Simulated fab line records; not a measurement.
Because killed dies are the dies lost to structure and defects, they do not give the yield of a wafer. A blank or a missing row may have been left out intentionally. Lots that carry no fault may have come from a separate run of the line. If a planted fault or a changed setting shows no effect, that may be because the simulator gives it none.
fab line records | flow n5_finfet
[record] lots = 12 | wafers = 36 | last_day = 20
route steps=1938 shown BEOL_M6@1208
lots untouched by any fault: they come from a run of this same line in which no faults occurred
start_h: hours from the record's opening day to when the first of the lot's shown wafers began | wait_h: hours since the lot's step before | " repeats the value in the row above | L1.1+2: several wafers, shown together as one row | - value missing, or start not given | * or withheld: withheld | < > ~ a bound
route shown NAME@n: a module of which the file shows steps, and the number in the route of the first | usual: mean/standard deviation taken from wafers without a fault | same: alike in all rows | chamber/n: place in a boat | sites: the reading at each site | _std_site: the standard deviation of these | _edge_site: mean of outer sites minus mean of inner sites | radius_mm: for every site, how far away it sits from the centre of the wafer | mask NAME#n: copy n | behind: the most recent tool/chamber to have shaped the wafer | hold: the reason the lot was held/the length of the hold in hours/how it ended | device: which transistor (n, p or np) failed to switch | end of line: tests run on the same wafers once the route is complete | a step without rows: its recipe alone | killed: not the wafer's yield, but the dies lost to structure and defects at the first sort | map: the dies of a wafer, with x for killed, . for not killed, _ for no die there
set.NAME: setting as actually run; set.NAME@STEP: the setting as run at that earlier step | model.NAME: the simulator's own value behind a step, which no gauge read
one table for each step of the route and one row for each wafer, over a sample of lots
services: from which hour (start_h, from the record's first day; less than 0 if before it) a tool's chamber was out of use, for how many hours, and why
[[steps]]
[step N5_BEOL_M6_OVL_MEAS_12]
[recipe] points_per_wafer = 44
[usual] M6_OVL = 0.2/0.74
[same] points_per_wafer = 44
lot.wafer | tool       | chamber | start_h | wait_h | M6_OVL[nm]
L308.2    | overlay-02 | 0       | 225.32  | 0.0    | -0.7
L308.5    | "          | 0       | "       | "      | 0.4
L308.6    | "          | 0       | "       | "      | -0.2
L310.1    | overlay-01 | 0       | 256.67  | 0.0    | 0.9
L310.2    | "          | 0       | "       | "      | 0.8
L310.4    | "          | 0       | "       | "      | 0.4
L313.3    | overlay-01 | 0       | 265.34  | 0.0    | 0.7
L313.5    | "          | 0       | "       | "      | 0.9
L313.6    | "          | 0       | "       | "      | 0.3
L318.1    | overlay-02 | 0       | 279.79  | 0.0    | -0.7
L318.2    | "          | 0       | "       | "      | 1.1
L318.4    | "          | 0       | "       | "      | 1.0
L319.2    | overlay-02 | 0       | 303.49  | 0.0    | 0.5
L319.3    | "          | 0       | "       | "      | -0.7
L319.6    | "          | 0       | "       | "      | 0.3
L320.1    | overlay-02 | 0       | 304.50  | 0.0    | -0.1
L320.4    | "          | 0       | "       | "      | 0.4
L320.6    | "          | 0       | "       | "      | 1.1
L321.2    | overlay-01 | 0       | 304.93  | 0.0    | 0.6
L321.3    | "          | 0       | "       | "      | 0.6
L321.5    | "          | 0       | "       | "      | 0.8
L323.2    | overlay-01 | 0       | 326.91  | 0.0    | 0.3
L323.4    | "          | 0       | "       | "      | 0.2
L323.5    | "          | 0       | "       | "      | -0.3
L326.1    | overlay-01 | 0       | 339.95  | 0.0    | 0.2
L326.2    | "          | 0       | "       | "      | -0.1
L326.5    | "          | 0       | "       | "      | 0.1
L330.1    | overlay-01 | 0       | 372.83  | 0.0    | -0.5
L330.2    | "          | 0       | "       | "      | -0.3
L330.3    | "          | 0       | "       | "      | -0.6
L329.1    | overlay-01 | 0       | 379.57  | 0.0    | -1.4
L329.2    | "          | 0       | "       | "      | -0.4
L329.4    | "          | 0       | "       | "      | -0.9
L328.1    | overlay-01 | 0       | 382.61  | 0.0    | 1.1
L328.4    | "          | 0       | "       | "      | -0.8
L328.5    | "          | 0       | "       | "      | 0.6
[step N5_BEOL_M6_ETCH_62]
[recipe] chemistry = N2/H2 | target = SOC | target_depth_a = 1100 | overetch_a = 220 | mask_material = SiARC | temp_c = 40 | time_s = 165 | ion_energy_ev = 200 | pressure_mtorr = 30 | source_w = 840 | bias_w = 150 | n2_flow_sccm = 200 | h2_flow_sccm = 200
[usual] drypump_motor_current_A = 5.8/0.43 | oes_product_au = 0.66/0.058 | rf_vpp_V = 524.9/1.9 | showerhead_plenum_p_Torr = 2.58/0.067 | throttle_valve_pct = 17.87/0.22
[same] time_s = 165
lot.wafer | tool        | chamber | start_h | wait_h | drypump_motor_current_A | oes_product_au | rf_hours_counter_h | rf_vpp_V | showerhead_plenum_p_Torr | throttle_valve_pct
L308.2    | rie_diel-04 | 2       | 225.47  | 0.0    | 5.4                     | 0.60           | 209                | 527.4    | 2.62                     | 18.39
L308.5    | "           | 0       | "       | "      | 6.4                     | 0.78           | -                  | 527.1    | 2.71                     | 17.68
L308.6    | "           | 3       | "       | "      | 6.5                     | 0.63           | -                  | 526.1    | 2.63                     | 17.59
L310.1    | rie_diel-01 | 0       | 257.17  | 0.0    | 5.7                     | 0.70           | 87                 | 527.2    | 2.68                     | 17.93
L310.2    | "           | 1       | "       | "      | 5.8                     | 0.68           | 104                | 524.0    | 2.57                     | 17.80
L310.4    | "           | 2       | "       | "      | 6.2                     | 0.70           | 82                 | 522.9    | 2.47                     | 17.94
L313.3    | rie_diel-04 | 1       | 265.49  | 0.0    | 5.4                     | 0.65           | 115                | 523.7    | 2.55                     | 17.47
L313.5    | "           | 0       | "       | "      | 6.4                     | 0.75           | -                  | 527.2    | 2.71                     | 17.71
L313.6    | "           | 1       | "       | "      | 5.3                     | 0.67           | -                  | 524.1    | 2.55                     | 17.48
L318.1    | rie_diel-01 | 0       | 279.96  | 0.0    | 5.8                     | 0.69           | 95                 | 528.1    | 2.67                     | 17.93
L318.2    | "           | 3       | "       | "      | 5.6                     | 0.63           | 163                | 522.9    | 2.53                     | 18.00
L318.4    | "           | 1       | "       | "      | 5.8                     | 0.68           | 112                | 524.2    | 2.56                     | 17.83
L319.2    | rie_diel-04 | 1       | 303.65  | 0.0    | 5.3                     | 0.65           | 135                | 523.8    | 2.54                     | 17.51
L319.3    | "           | 3       | "       | "      | 6.5                     | 0.62           | 213                | 525.4    | 2.62                     | 17.62
L319.6    | "           | 1       | "       | "      | 5.3                     | 0.64           | -                  | 524.2    | 2.54                     | 17.51
L320.1    | rie_diel-04 | 3       | 304.65  | 0.0    | 6.5                     | 0.61           | 214                | 524.7    | 2.62                     | 17.63
L320.4    | "           | 2       | "       | "      | 5.4                     | 0.57           | 245                | 525.0    | 2.61                     | 18.47
L320.6    | "           | 1       | "       | "      | 5.3                     | 0.65           | -                  | 524.5    | 2.54                     | 17.49
L321.2    | rie_diel-06 | 0       | 305.07  | 0.0    | 6.0                     | 0.60           | 222                | 523.1    | 2.50                     | 18.13
L321.3    | "           | 3       | "       | "      | 5.9                     | 0.62           | 179                | 522.5    | 2.52                     | 17.84
L321.5    | "           | 0       | "       | "      | 5.9                     | 0.60           | -                  | 523.2    | 2.51                     | 18.14
L323.2    | rie_diel-06 | 2       | 327.06  | 0.0    | 5.1                     | 0.59           | 221                | 524.6    | 2.62                     | 17.87
L323.4    | "           | 3       | "       | "      | 5.9                     | 0.62           | 189                | 523.0    | 2.52                     | 17.84
L323.5    | "           | 0       | "       | "      | 6.0                     | 0.60           | -                  | 522.0    | 2.50                     | 18.15
L326.1    | rie_diel-04 | 3       | 340.29  | 0.0    | 6.5                     | 0.61           | 230                | 526.0    | 2.61                     | 17.65
L326.2    | "           | 0       | "       | "      | 6.4                     | 0.71           | 67                 | 527.8    | 2.69                     | 17.78
L326.5    | "           | 2       | "       | "      | 5.4                     | 0.82           | -                  | 526.0    | 2.61                     | 18.02
L330.1    | rie_diel-01 | 0       | 373.12  | 0.0    | 5.7                     | 0.66           | 125                | 526.5    | 2.66                     | 18.00
L330.2    | "           | 1       | "       | "      | 5.7                     | 0.65           | 145                | 524.2    | 2.55                     | 17.88
L330.3    | "           | 2       | "       | "      | 6.3                     | 0.66           | 131                | 520.6    | 2.45                     | 17.99
L329.1    | rie_diel-04 | 2       | 379.72  | 0.0    | 5.4                     | 0.77           | 15                 | 524.0    | 2.60                     | 18.05
L329.2    | "           | 3       | "       | "      | 6.5                     | 0.61           | 244                | 526.8    | 2.61                     | 17.67
L329.4    | "           | 1       | "       | "      | 5.3                     | 0.63           | 166                | 523.7    | 2.53                     | 17.58
L328.1    | rie_diel-01 | 1       | 382.76  | 0.0    | 5.7                     | 0.64           | 149                | 525.5    | 2.55                     | 17.90
L328.4    | "           | 2       | "       | "      | 6.2                     | 0.65           | -                  | 521.4    | 2.44                     | 18.02
L328.5    | "           | 1       | "       | "      | 5.8                     | 0.64           | -                  | 524.2    | 2.55                     | 17.89
[step N5_BEOL_M6_COAT_22]
[recipe] resist = CAR-EUV | spin_rpm = 1500 | resist_thk_nm = 30
[usual] spin_speed_rpm = 1499.9/1.1
lot.wafer | tool           | chamber | start_h | wait_h | spin_speed_rpm
L308.2    | litho_track-02 | 0       | 228.33  | -      | 1499.3
L308.5    | "              | 0       | "       | "      | 1501.6
L308.6    | "              | 0       | "       | "      | 1500.3
L310.1    | litho_track-04 | 0       | 259.81  | -      | 1500.1
L310.2    | "              | 0       | "       | "      | 1498.2
L310.4    | "              | 0       | "       | "      | 1499.3
L313.3    | litho_track-02 | 0       | 265.90  | -      | 1499.8
L313.5    | "              | 0       | "       | "      | 1499.9
L313.6    | "              | 0       | "       | "      | 1499.4
L318.1    | litho_track-05 | 0       | 281.38  | -      | 1443.4
L318.2    | "              | 0       | "       | "      | 1441.8
L318.4    | "              | 0       | "       | "      | 1441.7
L319.2    | litho_track-05 | 0       | 304.06  | -      | 1437.5
L319.3    | "              | 0       | "       | "      | 1438.9
L319.6    | "              | 0       | "       | "      | 1440.0
L320.1    | litho_track-02 | 0       | 305.11  | -      | 1501.5
L320.4    | "              | 0       | "       | "      | 1500.3
L320.6    | "              | 0       | "       | "      | 1498.6
L321.2    | litho_track-02 | 0       | 307.05  | -      | 1499.0
L321.3    | "              | 0       | "       | "      | 1500.0
L321.5    | "              | 0       | "       | "      | 1499.0
L323.2    | litho_track-02 | 0       | 328.68  | -      | 1500.1
L323.4    | "              | 0       | "       | "      | 1498.2
L323.5    | "              | 0       | "       | "      | 1499.2
L326.1    | litho_track-04 | 0       | 341.91  | -      | 1500.5
L326.2    | "              | 0       | "       | "      | 1501.6
L326.5    | "              | 0       | "       | "      | 1501.8
L330.1    | litho_track-04 | 0       | 373.54  | -      | 1498.7
L330.2    | "              | 0       | "       | "      | 1500.8
L330.3    | "              | 0       | "       | "      | 1499.4
L329.1    | litho_track-05 | 0       | 381.46  | -      | 1501.6
L329.2    | "              | 0       | "       | "      | 1498.5
L329.4    | "              | 0       | "       | "      | 1498.9
L328.1    | litho_track-05 | 0       | 385.40  | -      | 1499.6
L328.4    | "              | 0       | "       | "      | 1499.2
L328.5    | "              | 0       | "       | "      | 1500.6
[step N5_BEOL_M6_OVL_MEAS_29]
[recipe] points_per_wafer = 522
[usual] V5_OVL = 0.3/0.7
[same] points_per_wafer = 522
lot.wafer | tool       | chamber | start_h | wait_h | V5_OVL[nm]
L308.2    | overlay-02 | 0       | 228.63  | 0.0    | 0.1
L308.5    | "          | 0       | "       | "      | 0.4
L308.6    | "          | 0       | "       | "      | 1.3
L310.1    | overlay-01 | 0       | 260.23  | 0.0    | 0.9
L310.2    | "          | 0       | "       | "      | 0.6
L310.4    | "          | 0       | "       | "      | 0.2
L313.3    | overlay-02 | 0       | 266.21  | 0.0    | -0.2
L313.5    | "          | 0       | "       | "      | -1.3
L313.6    | "          | 0       | "       | "      | -0.8
L318.1    | overlay-02 | 0       | 281.80  | 0.0    | 0.6
L318.2    | "          | 0       | "       | "      | 0.0
L318.4    | "          | 0       | "       | "      | -0.5
L319.2    | overlay-01 | 0       | 304.36  | 0.0    | -0.1
L319.3    | "          | 0       | "       | "      | 0.3
L319.6    | "          | 0       | "       | "      | 0.9
L320.1    | overlay-02 | 0       | 305.40  | 0.0    | -0.6
L320.4    | "          | 0       | "       | "      | -0.2
L320.6    | "          | 0       | "       | "      | 0.0
L321.2    | overlay-02 | 0       | 307.35  | 0.0    | -0.8
L321.3    | "          | 0       | "       | "      | 0.3
L321.5    | "          | 0       | "       | "      | 1.2
L323.2    | overlay-01 | 0       | 329.16  | 0.0    | 0.3
L323.4    | "          | 0       | "       | "      | 0.4
L323.5    | "          | 0       | "       | "      | -0.8
L326.1    | overlay-02 | 0       | 342.20  | 0.0    | 0.2
L326.2    | "          | 0       | "       | "      | 0.5
L326.5    | "          | 0       | "       | "      | 1.4
L330.1    | overlay-02 | 0       | 373.83  | 0.0    | 1.2
L330.2    | "          | 0       | "       | "      | 2.0
L330.3    | "          | 0       | "       | "      | 1.3
L329.1    | overlay-01 | 0       | 381.88  | 0.0    | 0.6
L329.2    | "          | 0       | "       | "      | 0.1
L329.4    | "          | 0       | "       | "      | 0.6
L328.1    | overlay-01 | 0       | 385.76  | 0.0    | 1.2
L328.4    | "          | 0       | "       | "      | 0.6
L328.5    | "          | 0       | "       | "      | 0.3
[[services]]
tool        | chamber | start_h | hours | kind
rie_diel-06 | 1       | 214.42  | 9.5   | repair
rie_diel-01 | -       | 234.77  | 2.8   | pm
rie_diel-06 | 3       | 258.10  | 3.1   | repair
rie_diel-04 | 3       | 260.32  | 20.8  | repair
rie_diel-06 | 1       | 301.28  | 8.3   | repair
rie_diel-06 | -       | 310.71  | 2.8   | pm
rie_diel-01 | 0       | 311.39  | 14.6  | repair
rie_diel-04 | 2       | 317.65  | -     | clean
rie_diel-04 | 2       | 317.65  | -     | consumable_replace:focus_ring
rie_diel-04 | 2       | 317.65  | 19.5  | scheduled_down
rie_diel-04 | 2       | 317.65  | 19.5  | vent_cycle
rie_diel-01 | 1       | 323.83  | 2.3   | repair
rie_diel-04 | 0       | 328.48  | 9.2   | repair
rie_diel-01 | 1       | 337.50  | 9.0   | repair
rie_diel-01 | 3       | 376.33  | 6.9   | repair
rie_diel-06 | 0       | 377.94  | 8.3   | repair
[[key]]
[first_sign] step = N5_BEOL_M6_COAT_22 | reading = spin_speed_rpm | direction = down | sigmas = 54 | usual = * | struck = *
effect none on later readings
met_at N5_BEOL_M6_COAT_22
struck_lots L318,L319
not_acting_at N5_BEOL_M6_OVL_MEAS_12,N5_BEOL_M6_ETCH_62,N5_BEOL_M6_OVL_MEAS_29
[fault] kind = process_parameter_drift | tool = litho_track-05 | chamber = - | onset_h = 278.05 | steps = N5_BEOL_M6_COAT_22 | channel = spin_rpm | offset = * | shape = step | end_h = 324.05 | acts_in = * | stated = *
